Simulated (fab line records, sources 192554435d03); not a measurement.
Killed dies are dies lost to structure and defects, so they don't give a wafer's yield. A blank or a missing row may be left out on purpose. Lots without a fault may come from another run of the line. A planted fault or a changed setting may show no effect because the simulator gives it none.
Problem report in the 8D (eight disciplines) form, filled by code | flow n5_finfet | the parts of the form that need people (team, actions taken, sign-off) are left out

1. THE PROBLEM
thk_nm at N5_SD_EPI_P_EPI_MEAS_23 reads a mean of 73.5 nm on 5 wafers of 3 lots; wafers without a fault read 61.0 nm with a standard deviation of 1.2. That is +10 standard deviations from the usual mean.
First seen on wafer L671.3, day 5 11:17, on film_metro-02. The record holds 44 wafers of 15 lots with a number at this step. Rule for "out", or "out of limits": more than 4 standard deviations from the usual mean. The other wafers with a number count as sound.

2. WHAT IT IS AND WHAT IT IS NOT
question                    | is                                     | is not
which readings at this step | thk_nm                                 | -
which lots                  | L671, L672, L673                       | L663, L664, L665, L666, L667, L668, L669, L682, L683, L684, L685, L686
which wafers of those lots  | L671.3, L672.2, L672.3, L673.2, L673.3 | L671.1, L671.6, L672.6
read on which gauges        | film_metro-01, film_metro-02           | -
when                        | from day 5 11:17                       | up to then (23 sound wafers); but 16 sound wafers of L672, L682, L683, L684, L685, L686 came after

3. SUSPECTS, AND WHAT RULES EACH OUT
Counting: a tool at a process step up to the reading stays a suspect if it ran every lot that is out. Sound lots after the first of them don't rule it out here, since some wafers of a struck lot are sound.
- the gauge at N5_SD_EPI_P_EPI_MEAS_23: ruled out. The wafers that are out were read on 2 gauges (film_metro-01, film_metro-02).
- epi_rpcvd-02 at N5_SD_EPI_P_EPI_21 (deposits SiGe:B, time 355 s): kept. It ran every lot that is out, first L671 (day 5 09:05); its last sound lot up to then is L669 (day 4 23:16).
Left after counting: epi_rpcvd-02 at N5_SD_EPI_P_EPI_21.

4. THE CAUSE (what the simulator had put in)
Process parameter drift: epi_rpcvd-02, from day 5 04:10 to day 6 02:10, at N5_SD_EPI_P_EPI_21. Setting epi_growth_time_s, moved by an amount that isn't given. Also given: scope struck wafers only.
Counting left only this tool.

5. THE CHAIN OF EFFECTS, in route order
Each row: a reading whose mean over the struck wafers that have a number lies more than 3 standard deviations from the usual. Only readings for which the record gives a usual standard deviation are gone through. hours: the time from each lot's start at the first step in this table that gives one to its start at this step, as a median over the lots. sigmas: the change in usual standard deviations.
hours | step                        | reading | usual       | on struck wafers | change | sigmas
0     | N5_SD_EPI_P_EPI_MEAS_23     | thk_nm  | 61.0 nm     | 73.5             | +12.5  | +10
1     | N5_SD_ACTIVATION_RS_MEAS_03 | RS_SD_P | 56.0 ohm/sq | 46.5             | -9.5   | -14
101   | N5_BEOL_M4_RC_MEAS_101      | RS_SD_P | 65.9 ohm/sq | 54.6             | -11.3  | -13

6. WHAT WOULD HAVE CAUGHT IT SOONER
In this record the first reading out of limits at a measuring or inspecting step was taken at day 5 11:17, 7 hours after the fault began at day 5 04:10.
Of the tool readings at N5_SD_EPI_P_EPI_21 for which the record gives a usual standard deviation, none was out on any struck wafer, so an alarm limit of 4 standard deviations on them would not have fired.
Of the lots that are out (3), L672, L673 began N5_SD_EPI_P_EPI_21 on epi_rpcvd-02 after day 5 11:17. A hold on the tool at that time would have spared those 2.
